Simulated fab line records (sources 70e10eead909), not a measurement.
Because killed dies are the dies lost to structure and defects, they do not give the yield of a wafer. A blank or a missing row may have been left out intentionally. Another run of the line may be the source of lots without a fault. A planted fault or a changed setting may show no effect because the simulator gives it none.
Matching of chambers :: flow nand-harc :: rie-diel-06 running NHARC_A_STAIRCASE_TRIM_196: 4 sister chambers
The step chemistry O2, time 211.2 s. 8 wafers are shown with their chamber, then 7 later ones without.

EACH WAFER AND ITS CHAMBER
wafer: L074.6
chamber: 0
showerhead-plenum-p-Torr (Torr): 3.45
drypump-motor-current-A (A): 6.2

wafer: L079.4
chamber: 1
showerhead-plenum-p-Torr (Torr): 3.37
drypump-motor-current-A (A): 5.5

wafer: L079.5
chamber: 0
showerhead-plenum-p-Torr (Torr): 3.44
drypump-motor-current-A (A): 6.2

wafer: L080.1
chamber: 2
showerhead-plenum-p-Torr (Torr): 3.79
drypump-motor-current-A (A): 6.3

wafer: L080.2
chamber: 3
showerhead-plenum-p-Torr (Torr): 3.43
drypump-motor-current-A (A): 6.2

wafer: L080.6
chamber: 1
showerhead-plenum-p-Torr (Torr): 3.37
drypump-motor-current-A (A): 5.6

wafer: L089.2
chamber: 2
showerhead-plenum-p-Torr (Torr): 3.77
drypump-motor-current-A (A): 6.3

wafer: L089.4
chamber: 3
showerhead-plenum-p-Torr (Torr): 3.41
drypump-motor-current-A (A): 6.2

WAFERS WITH NO CHAMBER GIVEN
wafer: L089.5
showerhead-plenum-p-Torr (Torr): 3.41
drypump-motor-current-A (A): 6.2

wafer: L093.1
showerhead-plenum-p-Torr (Torr): 3.34
drypump-motor-current-A (A): 5.6

wafer: L093.2
showerhead-plenum-p-Torr (Torr): 3.41
drypump-motor-current-A (A): 6.2

wafer: L093.5
showerhead-plenum-p-Torr (Torr): 3.40
drypump-motor-current-A (A): 6.2

wafer: L095.1
showerhead-plenum-p-Torr (Torr): 3.76
drypump-motor-current-A (A): 6.4

wafer: L095.2
showerhead-plenum-p-Torr (Torr): 3.34
drypump-motor-current-A (A): 5.6

wafer: L095.6
showerhead-plenum-p-Torr (Torr): 3.76
drypump-motor-current-A (A): 6.4

THE CHAMBER EACH PASSED THROUGH
wafer: L089.5
from the rows above: 3
in truth: 3

wafer: L093.1
from the rows above: 1
in truth: 1

wafer: L093.2
from the rows above: 3
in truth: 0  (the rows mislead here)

wafer: L093.5
from the rows above: 3
in truth: 3

wafer: L095.1
from the rows above: 2
in truth: 2

wafer: L095.2
from the rows above: 1
in truth: 1

wafer: L095.6
from the rows above: 2
in truth: 2
Correctly placed: 6 of 7. From these rows, 0 cannot be placed. Wrongly placed: 1.
How it was worked out, from the rows above alone: a wafer's distance from a chamber is the root of the sum, over the readings, of the square of ((its reading less the chamber's mean) divided by the reading's scatter). The wafer belongs to the nearest chamber; if the next one is less than 2 further off, it can't be placed. For every chamber, the mean is computed from those of its wafers that are shown. How the scatter is found: for the shown wafers, subtract from each reading the mean of its chamber, square and add these, divide the total by (wafers less chambers), then take the root.
